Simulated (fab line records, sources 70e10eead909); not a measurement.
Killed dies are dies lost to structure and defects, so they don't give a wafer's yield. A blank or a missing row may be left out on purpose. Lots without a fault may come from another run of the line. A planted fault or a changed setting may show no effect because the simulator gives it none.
A struck lot beside a sound one | flow nand_harc | 13 steps out of a route of 1302
Sound: wafers L381.4, L381.5, L381.6. Struck: wafers L391.3, L391.6. (L391.5 of the same lot was not struck and is left out.) The cause comes at the end.
At each step with rows: each side's tool, then ch and its chambers, then its first start. Under that, the readings that differ: sound wafers | struck wafers | difference of the means | sigmas: that difference in standard deviations of wafers without a fault.
alike: readings whose means differ by less than 2 such deviations, and words and numbers that are the same on both sides. not compared: withheld readings, readings that some wafer has no value for, bounds like >300 that may hide the same value, and numbers for which the record gives no deviation and whose values overlap.
The two part at a step that has a row with sigmas, a row that says differs or no value, or rows on one side only. Numbers that don't overlap but have no deviation are shown without sigmas and don't part them. A reading that every wafer of one side lacks parts them only if that side has two wafers or more.

first, 2 steps without rows for these wafers: NHARC_A_SOURCE_PLATE_SRD_01; NHARC_A_SOURCE_PLATE_OXIDE_02 (material SiO2, target thk 10 nm, ox time 1362 s).
NHARC_A_SOURCE_PLATE_THK_MEAS_09: measures by ellipsometry.
  sound on film_metro-02, day 10 15:38; struck on film_metro-01, day 15 00:35
  alike: thk_nm
then, 3 steps without rows for these wafers: NHARC_A_SOURCE_PLATE_PVD_04 (deposits WSi2, target thk 50 nm); NHARC_A_SOURCE_PLATE_CVD_03 (deposits poly-Si, target thk 200 nm, time 4000 s); NHARC_A_SOURCE_PLATE_ANNEAL_05 (time 1800 s).
NHARC_A_SOURCE_PLATE_THK_MEAS_06: measures by ellipsometry.
  sound on film_metro-01, day 11 04:43; struck on film_metro-01, day 15 13:37
  alike: thk_nm
NHARC_A_SOURCE_PLATE_INSPECT_08:
  sound on defect_inspect-02, day 11 04:46; struck on defect_inspect-01, day 15 13:44
  alike: raw_defect_count
then, 1 step without rows for these wafers: NHARC_A_ONON_D1_DEP_00 (target thk 1000 nm).
NHARC_A_ONON_D1_THK_MEAS_02: measures by ellipsometry.
  sound on film_metro-02, day 11 05:21; struck on film_metro-01, day 15 14:18
  alike: thk_nm
NHARC_A_ONON_D1_DEP_03: target thk 1000 nm.
  sound on pecvd_onon-02 ch 0, day 11 05:35; struck on pecvd_onon-02 ch 0, day 15 14:29
  alike: susceptor_temp_C
NHARC_A_ONON_D1_THK_MEAS_05: measures by ellipsometry.
  sound on film_metro-02, day 11 05:55; struck on film_metro-01, day 15 14:53
  reading     | sound          | struck  | difference | sigmas
  thk_nm (nm) | 1006 1008 1007 | 874 876 | -132       | -15
then, 1 step without rows for these wafers: NHARC_A_ONON_D1_DEP_06 (target thk 1000 nm).

WHERE THEY PART
Only at NHARC_A_ONON_D1_THK_MEAS_05, within this record.

WHY: what the simulator had put in
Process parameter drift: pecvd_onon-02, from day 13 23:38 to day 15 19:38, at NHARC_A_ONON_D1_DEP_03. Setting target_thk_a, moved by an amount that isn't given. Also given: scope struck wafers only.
